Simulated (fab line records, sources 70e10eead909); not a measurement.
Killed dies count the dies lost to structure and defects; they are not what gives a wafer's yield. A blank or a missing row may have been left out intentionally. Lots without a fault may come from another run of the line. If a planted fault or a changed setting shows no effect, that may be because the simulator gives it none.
fab line records    flow nand-harc
record lots=5  wafers=15  last-day=24
route steps=1159 shown A_ONON_D1@447 A_CHANNEL_HOLE_D1@450
lots with no fault: from the same line, run without faults
start-h: hours from the record's first day to the start of the lot's first wafer shown    wait-h: hours from the lot's prior step to this one    " as in the row above    L1.1+2: several wafers, shown together as one row    - either no value or no given start    * or withheld: withheld    < > ~ a bound
route shown NAME@n: NAME is a module with steps in the file, n the number in the route of the first one    usual: mean/standard deviation taken from wafers without a fault    same: alike in all rows    chamber/n: place in a boat    sites: readings site by site    _std_site: the values' standard deviation    _edge_site: inner sites' mean taken away from outer sites' mean    radius-mm: for every site, how far away it sits from the centre of the wafer    mask NAME#n: copy n    behind: the tool/chamber that last shaped the wafer    hold: the reason the lot was held/the length of the hold in hours/how it ended    device: transistor that didn't switch, given as n, p or np    end of line: tests of these same wafers at the route's end    for a step that has no rows: nothing shown but its recipe    killed: at the first sort, the dies lost to defects and structure; wafer yield is something else    map: per-die view of a wafer (x killed, . not killed, _ where there is no die)
set.NAME: the setting that was run; set.NAME@STEP: the one run at that earlier step    model.NAME: the simulator's own value behind a step, which no gauge read
lots at some steps of the route; a table a step, a row a wafer
services: the hour from which a tool's chamber was out of use, counted from the record's first day as start-h (under 0 if before that day), plus the number of hours and why
## steps
# step NHARC_A_ONON_D1_THK_MEAS_34
# recipe thk-meas-gauge=ellipsometry
# usual thk-nm=200.9/2.4
lot.wafer  tool           chamber  start-h  wait-h  thk-nm
L607.1     film-metro-01  -        216.80   -       200.4
L607.3     "              -        "        "       201.6
L607.4     "              -        "        "       204.8
L612.1     film-metro-02  -        243.86   -       199.9
L612.3     "              -        "        "       198.1
L612.5     "              -        "        "       197.6
L616.1     film-metro-02  -        260.56   -       198.8
L616.2     "              -        "        "       197.5
L616.5     "              -        "        "       199.1
L617.2     film-metro-02  -        267.19   -       200.6
L617.3     "              -        "        "       198.5
L617.4     "              -        "        "       202.9
L623.1     film-metro-02  -        300.06   -       201.0
L623.2     "              -        "        "       200.0
L623.5     "              -        "        "       204.5
# step NHARC_A_ONON_D1_INSPECT_32
# usual raw-defect-count=70/28
lot.wafer  tool               chamber  start-h  wait-h  raw-defect-count
L607.1     defect-inspect-01  -        216.86   0.0     74
L607.3     "                  -        "        "       65
L607.4     "                  -        "        "       25
L612.1     defect-inspect-01  -        243.92   0.0     67
L612.3     "                  -        "        "       50
L612.5     "                  -        "        "       106
L616.1     defect-inspect-02  -        260.64   0.0     94
L616.2     "                  -        "        "       90
L616.5     "                  -        "        "       99
L617.2     defect-inspect-02  -        267.25   0.0     59
L617.3     "                  -        "        "       71
L617.4     "                  -        "        "       43
L623.1     defect-inspect-01  -        300.12   0.0     46
L623.2     "                  -        "        "       42
L623.5     "                  -        "        "       35
# step NHARC_A_CHANNEL_HOLE_D1_DEP_00
# recipe target-thk-a=31000  temp-c=400  material=aC
# step NHARC_A_CHANNEL_HOLE_D1_DEP_01
# recipe target-thk-a=1400  target-thk-nm=140  temp-c=400  pressure-torr=3.5  flow-sccm=200  rf-w=350  material=SiON
# step NHARC_A_CHANNEL_HOLE_D1_DEHYDRATE_02
# recipe temp-c=150  time-s=120
# step NHARC_A_CHANNEL_HOLE_D1_HMDS_03
# recipe time-s=30
# step NHARC_A_CHANNEL_HOLE_D1_COAT_36
# recipe temp-c=260  time-s=75
# step NHARC_A_CHANNEL_HOLE_D1_COAT_37
# recipe temp-c=225  time-s=65
# step NHARC_A_CHANNEL_HOLE_D1_COAT_04
# recipe spin-rpm=1500  resist-thk-nm=90
# step NHARC_A_CHANNEL_HOLE_D1_SOFTBAKE_05
# recipe temp-c=105  time-s=55
# step NHARC_A_CHANNEL_HOLE_D1_EBR_06
# step NHARC_A_CHANNEL_HOLE_D1_EXPOSE_07
# recipe na=1.35  target-cd-nm=100  sigma-outer=0.3  dose-mj=59.65  mask-id=HOLE_D1
# usual focus-offset-nm=0.0/0.5
lot.wafer  tool             chamber  start-h  wait-h  mask       focus-offset-nm
L607.1     arfi-scanner-01  0        219.95   -       HOLE_D1#0  -0.1
L607.3     "                0        "        "       HOLE_D1#0  -0.2
L607.4     "                0        "        "       HOLE_D1#0  -0.1
L612.1     arfi-scanner-01  0        248.27   -       HOLE_D1#0  -0.3
L612.3     "                0        "        "       HOLE_D1#0  1.2
L612.5     "                0        "        "       HOLE_D1#0  0.6
L616.1     arfi-scanner-02  0        264.74   -       HOLE_D1#0  -0.1
L616.2     "                0        "        "       HOLE_D1#0  0.7
L616.5     "                0        "        "       HOLE_D1#0  0.0
L617.2     arfi-scanner-03  0        270.18   -       HOLE_D1#0  -1.1
L617.3     "                0        "        "       HOLE_D1#0  -1.1
L617.4     "                0        "        "       HOLE_D1#0  -0.6
L623.1     arfi-scanner-02  0        305.29   -       HOLE_D1#0  -0.5
L623.2     "                0        "        "       HOLE_D1#0  0.0
L623.5     "                0        "        "       HOLE_D1#0  0.3
# step NHARC_A_CHANNEL_HOLE_D1_PEB_08
# recipe peb-temp-c=100  peb-time-s=65
# step NHARC_A_CHANNEL_HOLE_D1_DEVELOP_09
# recipe develop-time-s=35  dev-temp-c=23
# step NHARC_A_CHANNEL_HOLE_D1_CD_MEAS_10
# recipe target-cd-nm=100  landing-energy-ev=500
# usual cd-nm=99.9/0.46
lot.wafer  tool       chamber  start-h  wait-h  cd-nm
L607.1     cd-sem-03  0        220.09   -       100.2
L607.3     "          0        "        "       100.5
L607.4     "          0        "        "       100.3
L612.1     cd-sem-03  0        248.41   -       102.2
L612.3     "          0        "        "       99.8
L612.5     "          0        "        "       99.7
L616.1     cd-sem-01  0        264.88   -       99.6
L616.2     "          0        "        "       100.0
L616.5     "          0        "        "       99.2
L617.2     cd-sem-01  0        270.32   -       100.5
L617.3     "          0        "        "       100.6
L617.4     "          0        "        "       99.6
L623.1     cd-sem-01  0        305.43   -       99.0
L623.2     "          0        "        "       99.6
L623.5     "          0        "        "       99.1
# step NHARC_A_CHANNEL_HOLE_D1_OVL_MEAS_11
# usual overlay-x-nm=0.0/0.99  overlay-y-nm=0.4/0.79
lot.wafer  tool        chamber  start-h  wait-h  overlay-x-nm  overlay-y-nm
L607.1     overlay-01  -        220.18   -       0.4           -0.2
L607.3     "           -        "        "       0.3           0.1
L607.4     "           -        "        "       0.0           0.4
L612.1     overlay-01  -        248.50   -       -0.2          1.1
L612.3     "           -        "        "       0.2           0.5
L612.5     "           -        "        "       0.5           1.6
L616.1     overlay-01  -        264.97   -       -1.6          0.3
L616.2     "           -        "        "       -1.8          -0.6
L616.5     "           -        "        "       -1.1          -0.3
L617.2     overlay-02  -        270.40   -       -1.6          -0.5
L617.3     "           -        "        "       -1.2          0.0
L617.4     "           -        "        "       -1.4          -0.4
L623.1     overlay-02  -        305.52   -       -0.7          0.8
L623.2     "           -        "        "       -0.2          0.4
L623.5     "           -        "        "       -0.8          0.4
# step NHARC_A_CHANNEL_HOLE_D1_INSPECT_12
# usual raw-defect-count=5.5/2.9
lot.wafer  tool               chamber  start-h  wait-h  raw-defect-count
L607.1     defect-inspect-01  -        220.90   0.7     3
L607.3     "                  -        "        "       3
L607.4     "                  -        "        "       2
L612.1     defect-inspect-02  -        248.54   0.0     7
L612.3     "                  -        "        "       4
L612.5     "                  -        "        "       10
L616.1     defect-inspect-02  -        265.01   0.0     9
L616.2     "                  -        "        "       5
L616.5     "                  -        "        "       5
L617.2     defect-inspect-02  -        270.44   0.0     4
L617.3     "                  -        "        "       4
L617.4     "                  -        "        "       2
L623.1     defect-inspect-01  -        305.56   0.0     4
L623.2     "                  -        "        "       6
L623.5     "                  -        "        "       0
# step NHARC_A_CHANNEL_HOLE_D1_DESCUM_15
# recipe time-s=3  o2-flow-sccm=200  ar-flow-sccm=0  bias-power-w=0  chemistry=O2
# usual drypump-motor-current-A=5.9/0.33  oes-product-au=1.003/0.0087  rf-vpp-V=58.0/0.93  showerhead-plenum-p-Torr=1.95/0.1  throttle-valve-pct=11.310/0.0089
# same time-s=3
lot.wafer  tool         chamber  start-h  wait-h  drypump-motor-current-A  oes-product-au  rf-hours-counter-h  rf-vpp-V  showerhead-plenum-p-Torr  throttle-valve-pct  model.A_CHANNEL_HOLE_D1.cd-nm
L607.3     rie-diel-10  1        220.98   0.1     6.0                      0.986           1                   58.1      1.79                      11.314              99.98
L607.1     "            2        "        "       5.5                      1.001           2                   58.7      2.06                      11.299              99.31
L607.4     "            3        "        "       5.6                      1.000           2                   57.7      1.86                      11.319              99.65
L612.1     rie-diel-09  1        248.61   0.1     5.8                      1.006           8                   57.0      1.81                      11.320              102.5
L612.3     "            3        "        "       5.9                      1.009           8                   57.7      2.05                      11.293              99.89
L612.5     "            0        "        "       6.1                      1.002           -                   57.7      2.04                      11.297              99.84
L616.2     rie-diel-09  1        265.09   0.1     5.8                      0.992           0                   57.0      1.81                      11.314              99.7
L616.1     "            2        "        "       5.8                      0.991           0                   59.1      1.88                      11.308              99.29
L616.5     "            0        "        "       6.1                      1.003           -                   58.6      2.04                      11.308              99.77
L617.3     rie-diel-04  1        270.51   0.1     5.3                      0.998           12                  57.7      2.00                      11.306              100.3
L617.2     "            2        "        "       6.4                      1.006           12                  58.4      1.89                      11.313              100.4
L617.4     "            3        "        "       6.4                      0.996           12                  57.8      1.84                      11.318              99.87
L623.1     rie-diel-09  0        305.63   0.1     6.1                      1.017           4                   56.8      2.04                      11.312              99.69
L623.2     "            1        "        "       5.9                      1.005           4                   58.4      1.81                      11.302              99.53
L623.5     "            3        "        "       5.8                      1.011           -                   57.8      2.05                      11.303              99.38
# step NHARC_A_CHANNEL_HOLE_D1_ETCH_38
# recipe target-depth-a=390  over-etch-frac=0.3  time-s=65  ion-energy-ev=80  cf4-flow-sccm=150  ar-flow-sccm=0  rf-w=300  bias-w=100  chemistry=CF4
# usual drypump-motor-current-A=5.9/0.31  oes-product-au=1.003/0.0089  rf-vpp-V=151.7/1.3  showerhead-plenum-p-Torr=1.80/0.089  throttle-valve-pct=13.285/0.0096
# same time-s=65
lot.wafer  tool         chamber  start-h  wait-h  drypump-motor-current-A  oes-product-au  rf-hours-counter-h  rf-vpp-V  showerhead-plenum-p-Torr  throttle-valve-pct
L607.3     rie-diel-10  3        221.08   0.1     5.6                      1.003           2                   151.4     1.73                      13.283
L607.4     "            0        "        "       5.6                      0.997           2                   151.8     1.89                      13.264
L607.1     "            1        "        "       6.0                      1.001           1                   151.0     1.66                      13.296
L612.3     rie-diel-09  1        248.69   0.1     5.8                      0.997           8                   149.7     1.68                      13.302
L612.1     "            3        "        "       5.8                      1.015           8                   152.1     1.89                      13.272
L612.5     "            1        "        "       5.8                      0.998           -                   149.5     1.68                      13.268
L616.1     rie-diel-09  1        265.16   0.1     5.8                      0.999           0                   151.5     1.68                      13.292
L616.2     "            2        "        "       5.8                      1.006           0                   152.9     1.74                      13.282
L616.5     "            1        "        "       5.8                      1.011           -                   150.0     1.68                      13.283
L617.4     rie-diel-04  2        270.58   0.1     6.4                      1.005           12                  150.8     1.74                      13.284
L617.2     "            3        "        "       6.4                      1.016           12                  149.5     1.71                      13.278
L617.3     "            0        "        "       5.7                      1.000           12                  153.4     1.89                      13.283
L623.1     rie-diel-09  3        305.70   0.1     5.8                      1.011           4                   152.5     1.89                      13.291
L623.2     "            2        "        "       5.8                      1.004           4                   150.0     1.74                      13.297
L623.5     "            3        "        "       5.9                      1.010           -                   151.9     1.89                      13.286
# step NHARC_A_CHANNEL_HOLE_D1_ETCH_39
# recipe target-depth-a=2600  over-etch-frac=0.3  time-s=325  ion-energy-ev=200  n2-flow-sccm=150  h2-flow-sccm=150  ar-flow-sccm=0  rf-w=400  bias-w=150  chemistry=N2/H2
# usual drypump-motor-current-A=5.9/0.32  oes-product-au=1.003/0.0083  rf-vpp-V=431/3.3  showerhead-plenum-p-Torr=2.07/0.11  throttle-valve-pct=14.171/0.0095
# same time-s=325
lot.wafer  tool         chamber  start-h  wait-h  drypump-motor-current-A  oes-product-au  rf-hours-counter-h  rf-vpp-V  showerhead-plenum-p-Torr  throttle-valve-pct
L607.4     rie-diel-10  3        -        -       5.6                      1.010           2                   430       1.98                      14.161
L607.1     "            0        "        "       5.6                      1.000           2                   436       2.19                      14.169
L607.3     "            1        "        "       5.9                      1.004           2                   425       1.90                      14.161
L612.3     rie-diel-09  2        -        -       5.8                      0.999           8                   431       2.00                      14.176
L612.1     "            0        "        "       6.1                      0.990           9                   434       2.18                      14.163
L612.5     "            1        "        "       5.8                      0.994           -                   428       1.93                      14.183
L616.2     rie-diel-09  3        -        -       5.9                      1.003           0                   434       2.19                      14.172
L616.1     "            0        "        "       6.1                      1.002           0                   435       2.18                      14.174
L616.5     "            2        "        "       5.8                      0.996           -                   429       2.00                      14.169
L617.3     rie-diel-04  2        -        -       6.4                      1.001           12                  430       2.01                      14.166
L617.2     "            3        "        "       6.5                      0.999           12                  428       1.96                      14.180
L617.4     "            0        "        "       5.7                      1.002           12                  436       2.20                      14.173
L623.2     rie-diel-09  1        -        -       5.9                      1.014           4                   427       1.92                      14.159
L623.1     "            3        "        "       5.9                      1.025           4                   434       2.19                      14.161
L623.5     "            0        "        "       6.1                      1.012           -                   434       2.18                      14.169
# step NHARC_A_CHANNEL_HOLE_D1_ETCH_34
# recipe target-depth-a=1540  time-s=77  cf4-flow-sccm=100  chf3-flow-sccm=30  ar-flow-sccm=0  rf-w=500  bias-w=200  chemistry=CF4/CHF3
# usual drypump-motor-current-A=5.9/0.33  oes-product-au=0.953/0.02  rf-vpp-V=371.5/2.8  showerhead-plenum-p-Torr=1.60/0.079  throttle-valve-pct=16.803/0.0099
# same time-s=77
lot.wafer  tool         chamber  start-h  wait-h  drypump-motor-current-A  oes-product-au  rf-hours-counter-h  rf-vpp-V  showerhead-plenum-p-Torr  throttle-valve-pct
L607.3     rie-diel-10  3        -        -       5.6                      0.966           2                   369.9     1.53                      16.795
L607.1     "            0        "        "       5.6                      0.946           2                   372.9     1.68                      16.810
L607.4     "            1        "        "       5.9                      0.948           2                   367.4     1.47                      16.783
L612.1     rie-diel-09  0        -        -       6.1                      0.929           9                   375.1     1.67                      16.814
L612.3     "            2        "        "       5.8                      0.930           8                   371.5     1.55                      16.810
L612.5     "            3        "        "       5.9                      0.942           -                   374.7     1.68                      16.788
L616.2     rie-diel-09  3        -        -       5.9                      0.975           0                   374.2     1.68                      16.797
L616.1     "            2        "        "       5.8                      0.965           0                   368.5     1.55                      16.785
L616.5     "            3        "        "       5.9                      0.968           -                   375.4     1.68                      16.804
L617.4     rie-diel-04  1        -        -       5.3                      0.955           12                  372.8     1.64                      16.813
L617.3     "            2        "        "       6.4                      0.957           12                  370.0     1.55                      16.809
L617.2     "            3        "        "       6.4                      0.965           12                  367.4     1.52                      16.788
L623.1     rie-diel-09  1        -        -       5.9                      0.977           5                   367.0     1.49                      16.809
L623.2     "            2        "        "       5.8                      0.987           4                   369.9     1.54                      16.793
L623.5     "            1        "        "       5.8                      0.987           -                   368.2     1.49                      16.806
# step NHARC_A_CHANNEL_HOLE_D1_ETCH_16
# recipe target-depth-a=31000  over-etch-frac=0.3  time-s=806  ion-energy-ev=150  o2-flow-sccm=400  cos-flow-sccm=20  ar-flow-sccm=0  rf-w=500  bias-w=300  chemistry=O2/COS
# step NHARC_A_CHANNEL_HOLE_D1_CD_MEAS_18
# usual cd-nm=98.8/1.7
lot.wafer  tool       chamber  start-h  wait-h  cd-nm
L607.1     cd-sem-02  -        222.54   -       99.1
L607.3     "          -        "        "       98.1
L607.4     "          -        "        "       97.7
L612.1     cd-sem-02  -        249.70   -       100.6
L612.3     "          -        "        "       97.8
L612.5     "          -        "        "       100.6
L616.1     cd-sem-02  -        266.18   -       96.3
L616.2     "          -        "        "       96.0
L616.5     "          -        "        "       97.5
L617.2     cd-sem-03  -        271.61   -       99.9
L617.3     "          -        "        "       100.6
L617.4     "          -        "        "       98.9
L623.1     cd-sem-01  -        306.73   -       98.7
L623.2     "          -        "        "       98.8
L623.5     "          -        "        "       100.3
# step NHARC_A_CHANNEL_HOLE_D1_ETCH_19
# recipe bias-v=1200  source-w=2500  pressure-mtorr=15  time-s=34.5  ar-flow-sccm=375  c4f8-flow-sccm=28.8  o2-flow-sccm=96.2  temp-c=-20  target-depth-a=*  chemistry=C4F8/O2/Ar
# step NHARC_A_CHANNEL_HOLE_D1_ETCH_20
# recipe bias-v=3000  source-w=withheld  pressure-mtorr=20  time-s=361.9  ar-flow-sccm=375  c4f8-flow-sccm=89.3  o2-flow-sccm=35.7  temp-c=-20  target-depth-a=16000  chemistry=C4F8/O2/Ar
# step NHARC_A_CHANNEL_HOLE_D1_ETCH_21
# recipe bias-v=3000  source-w=withheld  pressure-mtorr=20  time-s=514.3  ar-flow-sccm=375  c4f8-flow-sccm=89.3  o2-flow-sccm=35.7  temp-c=-20  target-depth-a=16000  chemistry=C4F8/O2/Ar
# step NHARC_A_CHANNEL_HOLE_D1_ETCH_22
# recipe bias-v=3000  source-w=withheld  pressure-mtorr=20  time-s=666.7  ar-flow-sccm=375  c4f8-flow-sccm=89.3  o2-flow-sccm=35.7  temp-c=-20  target-depth-a=16000  chemistry=C4F8/O2/Ar
# usual drypump-motor-current-A=6.1/0.39  esc-clamp-current-uA=0.0208/0.00031  showerhead-plenum-p-Torr=3.71/0.13  throttle-valve-pct=32.154/0.0094
# same time-s=666.7
lot.wafer  tool         chamber  start-h  wait-h  drypump-motor-current-A  esc-clamp-current-uA  rf-hours-counter-h  showerhead-plenum-p-Torr  throttle-valve-pct
L607.1     har-etch-02  1        227.16   0.4     6.3                      0.0212                126                 3.81                      32.161
L607.4     "            1        "        "       6.3                      0.0211                -                   3.81                      32.163
L607.3     "            0        "        "       5.6                      0.0206                -                   3.86                      32.144
L612.1     har-etch-01  0        250.73   0.4     6.6                      0.0205                222                 3.57                      32.159
L612.3     "            0        "        "       6.6                      0.0205                -                   3.57                      32.164
L612.5     "            0        "        "       6.6                      0.0204                -                   3.57                      32.156
L616.1     har-etch-01  0        267.12   0.4     6.6                      0.0204                229                 3.56                      32.158
L616.2     "            1        "        "       6.1                      0.0212                229                 3.57                      32.156
L616.5     "            0        "        "       6.6                      0.0204                -                   3.56                      32.157
L617.2     har-etch-02  0        272.66   0.4     5.6                      0.0205                148                 3.85                      32.151
L617.4     "            1        "        "       6.2                      0.0212                -                   3.79                      32.162
L617.3     "            0        "        "       5.5                      0.0205                -                   3.85                      32.147
L623.2     har-etch-02  1        309.94   0.4     6.3                      0.0212                167                 3.78                      32.157
L623.1     "            0        "        "       5.6                      0.0205                167                 3.84                      32.156
L623.5     "            1        "        "       6.2                      0.0212                -                   3.78                      32.157
# step NHARC_A_CHANNEL_HOLE_D1_ETCH_23
# recipe bias-v=5000  source-w=withheld  pressure-mtorr=20  time-s=819  ar-flow-sccm=375  c4f8-flow-sccm=89.3  o2-flow-sccm=35.7  temp-c=-20  target-depth-a=16000  chemistry=C4F8/O2/Ar
# step NHARC_A_CHANNEL_HOLE_D1_ETCH_24
# recipe bias-v=5000  source-w=withheld  pressure-mtorr=20  time-s=906.2  ar-flow-sccm=375  c4f8-flow-sccm=93.8  o2-flow-sccm=31.2  temp-c=-20  target-depth-a=15000  chemistry=C4F8/O2/Ar
# step NHARC_A_CHANNEL_HOLE_D1_ETCH_25
# recipe bias-v=5000  source-w=withheld  pressure-mtorr=20  time-s=1040.2  ar-flow-sccm=375  c4f8-flow-sccm=93.8  o2-flow-sccm=31.2  temp-c=-20  target-depth-a=15000  chemistry=C4F8/O2/Ar
# step NHARC_A_CHANNEL_HOLE_D1_ETCH_26
# recipe bias-v=300  source-w=2000  pressure-mtorr=30  time-s=224.1  ar-flow-sccm=375  c4f8-flow-sccm=11.4  o2-flow-sccm=113.6  temp-c=-20  target-depth-a=3000  chemistry=C4F8/O2/Ar
# step NHARC_A_CHANNEL_HOLE_D1_ETCH_33
# recipe bias-v=400  source-w=2000  pressure-mtorr=25  time-s=90  ar-flow-sccm=375  c4f8-flow-sccm=41.7  o2-flow-sccm=83.3  temp-c=-20  target-depth-a=4000  chemistry=C4F8/O2/Ar
# usual drypump-motor-current-A=6.1/0.4  esc-clamp-current-uA=0.0208/0.00031  showerhead-plenum-p-Torr=3.75/0.14  throttle-valve-pct=27.620/0.0089
# same time-s=90
lot.wafer  tool         chamber  start-h  wait-h  drypump-motor-current-A  esc-clamp-current-uA  rf-hours-counter-h  showerhead-plenum-p-Torr  throttle-valve-pct
L607.1     har-etch-02  1        230.29   0.2     6.3                      0.0212                129                 3.85                      27.629
L607.4     "            1        "        "       6.2                      0.0212                -                   3.85                      27.615
L607.3     "            0        "        "       5.5                      0.0205                -                   3.91                      27.614
L612.1     har-etch-01  0        253.79   0.2     6.7                      0.0205                225                 3.60                      27.617
L612.3     "            0        "        "       6.7                      0.0205                -                   3.60                      27.622
L612.5     "            0        "        "       6.7                      0.0205                -                   3.60                      27.637
L616.1     har-etch-01  0        270.22   0.2     6.6                      0.0205                232                 3.60                      27.624
L616.2     "            1        "        "       6.2                      0.0211                232                 3.60                      27.593
L616.5     "            0        "        "       6.6                      0.0205                -                   3.60                      27.601
L617.2     har-etch-02  0        275.67   0.2     5.5                      0.0206                151                 3.89                      27.611
L617.4     "            1        "        "       6.2                      0.0212                -                   3.83                      27.618
L617.3     "            0        "        "       5.5                      0.0206                -                   3.89                      27.616
L623.2     har-etch-02  1        313.01   0.2     6.3                      0.0212                170                 3.82                      27.622
L623.1     "            0        "        "       5.5                      0.0206                170                 3.88                      27.628
L623.5     "            1        "        "       6.3                      0.0212                -                   3.82                      27.629
# step NHARC_A_CHANNEL_HOLE_D1_STRIP_41
# recipe n2-flow-sccm=150  h2-flow-sccm=150  ar-flow-sccm=0  bias-w=0  chemistry=N2/H2
# step NHARC_A_CHANNEL_HOLE_D1_STRIP_42
# recipe cf4-flow-sccm=100  chf3-flow-sccm=30  ar-flow-sccm=0  bias-w=0  chemistry=CF4/CHF3
# step NHARC_A_CHANNEL_HOLE_D1_STRIP_43
# recipe o2-flow-sccm=400  cos-flow-sccm=20  ar-flow-sccm=0  bias-w=0  chemistry=O2/COS
# step NHARC_A_CHANNEL_HOLE_D1_ETCH_44
# recipe target-depth-a=1400  overetch-a=140  time-s=77  ion-energy-ev=100  cf4-flow-sccm=80  o2-flow-sccm=20  ar-flow-sccm=0  rf-w=300  bias-w=100  chemistry=CF4/O2
# usual drypump-motor-current-A=5.8/0.31  oes_f_703_au=1.001/0.0055  oes_o_777_au=1.000/0.0045  oes-product-au=1.002/0.0076  rf-vpp-V=198.3/1.6  showerhead-plenum-p-Torr=1.36/0.071  throttle-valve-pct=13.395/0.0093
# same time-s=77
lot.wafer  tool         chamber  start-h  wait-h  drypump-motor-current-A  oes_f_703_au  oes_o_777_au  oes-product-au  rf-hours-counter-h  rf-vpp-V  showerhead-plenum-p-Torr  throttle-valve-pct  model.A_CHANNEL_HOLE_D1.cd-nm
L607.4     rie-diel-09  3        231.03   0.1     5.9                      1.006         1.002         1.006           8                   200.5     1.43                      13.373              90.89
L607.3     "            0        "        "       6.0                      1.004         0.991         0.998           8                   198.4     1.42                      13.391              89.63
L607.1     "            2        "        "       5.9                      1.003         0.996         1.000           8                   198.3     1.31                      13.390              90.95
L612.1     rie-diel-04  1        254.51   0.1     5.3                      1.002         1.000         0.994           11                  198.0     1.40                      13.398              92.26
L612.3     "            2        "        "       6.4                      0.993         0.994         0.991           11                  197.2     1.32                      13.384              89.74
L612.5     "            1        "        "       5.3                      1.002         1.001         0.986           -                   201.1     1.40                      13.402              89.58
L616.2     rie-diel-10  3        270.97   0.0     5.6                      0.994         1.010         0.996           6                   196.5     1.30                      13.384              90.14
L616.1     "            1        "        "       5.9                      1.006         0.996         1.002           6                   197.0     1.25                      13.394              89.03
L616.5     "            3        "        "       5.6                      0.996         1.002         0.999           -                   197.8     1.30                      13.394              89.59
L617.3     rie-diel-09  2        276.40   0.1     5.8                      0.993         1.007         1.004           2                   196.4     1.31                      13.418              90.1
L617.4     "            3        "        "       5.9                      1.006         1.000         1.013           2                   199.9     1.43                      13.408              89.38
L617.2     "            0        "        "       6.1                      0.997         0.999         1.011           2                   200.0     1.42                      13.395              89.03
L623.2     rie-diel-09  1        313.79   0.1     5.8                      0.998         0.997         1.001           5                   195.4     1.26                      13.408              88.03
L623.1     "            0        "        "       6.1                      1.002         0.998         1.006           5                   197.9     1.42                      13.398              88.3
L623.5     "            0        "        "       6.1                      0.993         1.000         1.003           -                   200.3     1.42                      13.392              87.88
# step NHARC_A_CHANNEL_HOLE_D1_STRIP_27
# recipe o2-flow-sccm=500  ar-flow-sccm=0  bias-w=0  chemistry=O2
## services
tool             chamber  start-h  hours  kind
arfi-scanner-01  -        196.00   4.0    pm
rie-diel-09      0        208.87   -      clean
rie-diel-09      1        208.87   -      clean
rie-diel-09      2        208.87   -      clean
rie-diel-09      3        208.87   -      clean
rie-diel-04      2        224.64   4.7    repair
arfi-scanner-02  -        230.21   3.9    repair
rie-diel-09      0        233.37   -      clean
rie-diel-09      1        233.37   -      clean
rie-diel-09      2        233.37   -      clean
rie-diel-09      3        233.37   -      clean
rie-diel-10      3        237.06   7.2    repair
rie-diel-09      -        254.37   9.0    pm
rie-diel-09      0        254.37   9.0    vent-cycle
rie-diel-09      1        254.37   9.0    vent-cycle
rie-diel-09      2        254.37   9.0    vent-cycle
arfi-scanner-02  -        256.00   4.0    pm
rie-diel-04      -        288.90   9.0    pm
rie-diel-09      3        296.62   6.4    repair
har-etch-01      -        305.00   17.0   pm
rie-diel-10      1        305.77   3.7    repair
rie-diel-09      -        307.00   0.3    repair
arfi-scanner-03  -        312.00   4.0    pm
rie-diel-09      2        312.67   3.9    repair
## key
first-sign step=NHARC_A_CHANNEL_HOLE_D1_CD_MEAS_10  reading=cd-nm  direction=up  sigmas=5.1  usual=99.9  struck=102.2
effect none on later readings
model-effect step=NHARC_A_CHANNEL_HOLE_D1_DESCUM_15  value=A_CHANNEL_HOLE_D1.cd-nm  without=100.8  struck=102.5
model-effect step=NHARC_A_CHANNEL_HOLE_D1_ETCH_44  value=A_CHANNEL_HOLE_D1.cd-nm  without=90.59  struck=92.26
met-at NHARC_A_CHANNEL_HOLE_D1_EXPOSE_07
struck-wafers L612.1
tester-left-out L612
onset-between 219.95 248.27
fault kind=process-parameter-drift  tool=arfi-scanner-01  chamber=-  onset-h=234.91  steps=NHARC_A_CHANNEL_HOLE_D1_EXPOSE_07  channel=focus-nm  offset=53.619  shape=step  end-h=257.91  scope=struck-wafers-only
# tester-left-out: of these lots the tester's yield and bins aren't shown, on N5 and GAA mostly nor the transistor test; their killed dies are dies lost to structure and defects alone, not to doping, threshold or leakage, so they don't give the yield
